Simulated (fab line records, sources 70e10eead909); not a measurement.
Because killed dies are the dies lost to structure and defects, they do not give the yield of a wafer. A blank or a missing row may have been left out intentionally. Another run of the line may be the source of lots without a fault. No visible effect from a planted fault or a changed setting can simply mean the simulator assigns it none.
Chamber matching ; flow nand-harc ; NHARC_A_M1_PRE_CLEAN_32 on pecvd-02: 3 sister chambers
The step time 12 s. 3 wafers are shown with their chamber, then 8 later ones without.

## WAFERS, EACH WITH ITS CHAMBER
wafer;chamber;heater-power-w (W)
L563.2;1;583
L563.5;0;664
L575.1;2;559

## WAFERS WHOSE CHAMBER IS MISSING
wafer;heater-power-w (W)
L575.2;638
L575.3;602
L574.1;708
L574.3;650
L574.5;720
L577.3;628
L577.5;619
L577.6;579

## EACH ONE'S CHAMBER
wafer;from the rows above;in truth
L575.2;can't be placed: 0 or 1 or 2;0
L575.3;can't be placed: 1 or 2 or 0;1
L574.1;0;0
L574.3;can't be placed: 0 or 1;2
L574.5;0;0
L577.3;can't be placed: 0 or 1 or 2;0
L577.5;can't be placed: 1 or 0 or 2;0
L577.6;can't be placed: 1 or 2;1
2 of 8 placed correctly. Cannot be placed on the basis of these rows: 6; the candidates contain the true chamber in 5. Number placed wrongly: 0.
How it was worked out, from the rows above alone: a wafer's distance from a chamber is the root of the sum, over the readings, of the square of ((its reading less the chamber's mean) divided by the reading's scatter). The wafer belongs to the nearest chamber; if the next one is less than 2 further off, it can't be placed. For every chamber, the mean is computed from those of its wafers that are shown. The scatter: with one shown wafer a chamber, the root of the mean of the squares of how far each hidden wafer lies from its nearest shown one.
